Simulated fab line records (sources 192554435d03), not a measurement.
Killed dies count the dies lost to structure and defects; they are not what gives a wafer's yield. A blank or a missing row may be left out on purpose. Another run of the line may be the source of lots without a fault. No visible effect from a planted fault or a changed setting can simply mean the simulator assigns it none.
Struck lot and sound lot, side by side | flow n5Finfet | 16 out of 1938 route steps
Sound: wafers L601.3, L601.4, L601.6. Wafers struck: L619.3, L619.5, L619.6. Last of all comes the cause.
Each step with rows lists, per side, the tool, then ch with its chambers, then its first start. Under that, the readings that differ: sound wafers | struck wafers | difference of the means | sigmas: that difference in standard deviations of wafers without a fault.
alike: words and numbers the same on both sides, and readings whose means are apart by under 2 such deviations; not compared: readings that were withheld, readings missing a value for some wafer, numbers with overlapping values and no deviation given by the record, and bounds like >300 which may hide the same value.
The two part at a step that has a row with sigmas, a row that says differs or no value, or rows on one side only. Numbers that don't overlap but have no deviation are shown without sigmas and don't part them. A reading that every wafer of one side lacks parts them only if that side has two wafers or more.

first, 10 steps without rows for these wafers: N5_DUMMY_GATE_DESCUM_20 (chemistry O2, time 6.2 s); N5_DUMMY_GATE_ETCH_29 (etches underlayer in N2/H2, target depth 13 nm); N5_DUMMY_GATE_ETCH_36 (etches SiARC in CF4, target depth 13 nm); N5_DUMMY_GATE_ETCH_37 (etches SOC in N2/H2, target depth 60 nm, overetch 30 nm); N5_DUMMY_GATE_STRIP_38 (strips in N2/H2); N5_DUMMY_GATE_STRIP_39 (strips in N2/H2); N5_DUMMY_GATE_TRIM_49 (chemistry O2, time 29 s, target cd 14 nm); N5_DUMMY_GATE_STRIP_40 (strips in CF4); N5_DUMMY_GATE_ETCH_31 (etches SiO2 in C4F6/O2, target depth 82.5 nm, time 27.5 s); N5_DUMMY_GATE_STRIP_41 (strips in O2).
N5_DUMMY_GATE_HM_OPEN_21: chemistry CH3F/O2, target SiNx, target depth 120 nm, time 171.4 s.
  sound on rieDiel-01 ch 2,3, day 3 10:54; struck on rieDiel-05 ch 1,2, day 7 21:23
  no value came back on the struck wafers for any of 7 readings (CH3F_flow_sccm (sccm), O2_flow_sccm (sccm) and others); on the sound wafers CH3F_flow_sccm (sccm) reads 29.98 29.94 29.88
reading                                      | sound          | struck         | difference | sigmas
model.SiO2_of_DUMMY_GATE_PECVD_30.thkNm (nm) | 43.4 44.2 44.2 | 54.8 56.4 55.2 | +11.5      | 
  not compared: rfHoursCounterH
then, 2 steps without rows for these wafers: N5_DUMMY_GATE_ETCH_32 (etches SiO2 in CF4, target depth 3.5 nm, time 3.9 s); N5_DUMMY_GATE_ETCH_23 (etches poly-Si in HBr/Cl2/O2, target depth 41 nm, time 22.3 s).
N5_DUMMY_GATE_ETCH_44: etches poly-Si in HBr/O2, stops on SiO2, target depth 127.5 nm.
  sound on rieSi-02 ch 1,2,3, day 3 11:09; struck on rieSi-01 ch 1,2, day 7 21:38
reading                                      | sound          | struck       | difference | sigmas
model.SiO2_of_DUMMY_GATE_PECVD_30.thkNm (nm) | 36.2 37.2 37.2 | 48 49.4 48.4 | +12        | 
  alike: drypumpMotorCurrentA, oesProductAu, throttleValvePct
  not compared: rfHoursCounterH
N5_BEOL_M4_RC_MEAS_101:
  the record has rows for the sound wafers here (prober-02 ch 0, day 8 11:16) and none for the struck ones
-- here the record skips 9 days between the struck wafers' starts before and after, leaving off in module BEOL_M4 and picking up in module PASSIVATION (first step shown: number 1936 of the route) --
N5_PASSIVATION_PROBE_49:
  rows exist in the record for the struck wafers here (prober-01, day 17 09:16), but not for the sound ones

## WHERE THEY PART
Last at N5_PASSIVATION_PROBE_49 as far as this record goes, first at N5_DUMMY_GATE_HM_OPEN_21.

WHY: the cause the simulator had injected
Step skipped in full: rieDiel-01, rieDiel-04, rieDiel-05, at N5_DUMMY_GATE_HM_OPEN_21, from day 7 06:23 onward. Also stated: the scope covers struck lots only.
